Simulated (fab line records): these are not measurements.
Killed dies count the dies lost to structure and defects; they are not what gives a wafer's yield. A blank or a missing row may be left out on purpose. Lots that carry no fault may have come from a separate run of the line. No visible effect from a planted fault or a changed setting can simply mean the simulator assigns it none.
Which tool did it?    flow n5 finfet    at 1 step of a route of 1938, 12 lots with 36 wafers sampled

== WHAT THE GAUGES SHOWED, per wafer ==
N5_SDB_CD_MEAS_11: the cd target is 50 nm.
lot   measured     on         cd nm (nm)
L075  day 4 00:47  cd sem-01  49.0 49.6 50.3
L077  day 4 12:42  cd sem-02  49.0 48.7 49.5
L079  day 5 00:11  cd sem-01  51.7 50.2 49.9
L081  day 5 12:04  cd sem-01  50.4 50.8 50.8
L083  day 5 22:37  cd sem-02  49.9 48.8 50.7
L085  day 6 11:10  cd sem-01  50.1 49.9 50.2
L087  day 6 22:22  cd sem-02  50.0 49.8 50.7
L089  day 7 10:29  cd sem-03  50.8 48.8 49.4
L091  day 8 00:47  cd sem-03  50.4 49.5 50.2
L093  day 8 13:13  cd sem-03  50.3 49.5 50.6
L095  day 8 23:24  cd sem-03  49.2 49.2 49.4
L097  day 9 16:01  cd sem-01  48.7 48.3 48.5

== EACH LOT AND THE TOOL THAT RAN IT (in order: tool; ch and the chambers of the sampled wafers; start) ==
The record shows no process step preceding these readings.

== THE ANSWER, worked out from the rows above alone ==
Rule: the usual values come from the lots themselves. Put in order of their means at a reading, lots are off if they are a third of the lots or fewer, leave a main group of 4 or more, and stand apart from it by a gap of 3 or more times the standard deviation of the main group's means; of several such gaps the widest counts. The tables above print the reading to a certain number of digits; a main group whose means all agree to those digits is not used. Also off: a lot with no number at a reading for which 4 or more lots have one. All remaining lots with rows at the step are treated as sound.
No lot is off at any reading shown: from this, nothing can be told.

== WHAT THE SIMULATOR PUT IN ==
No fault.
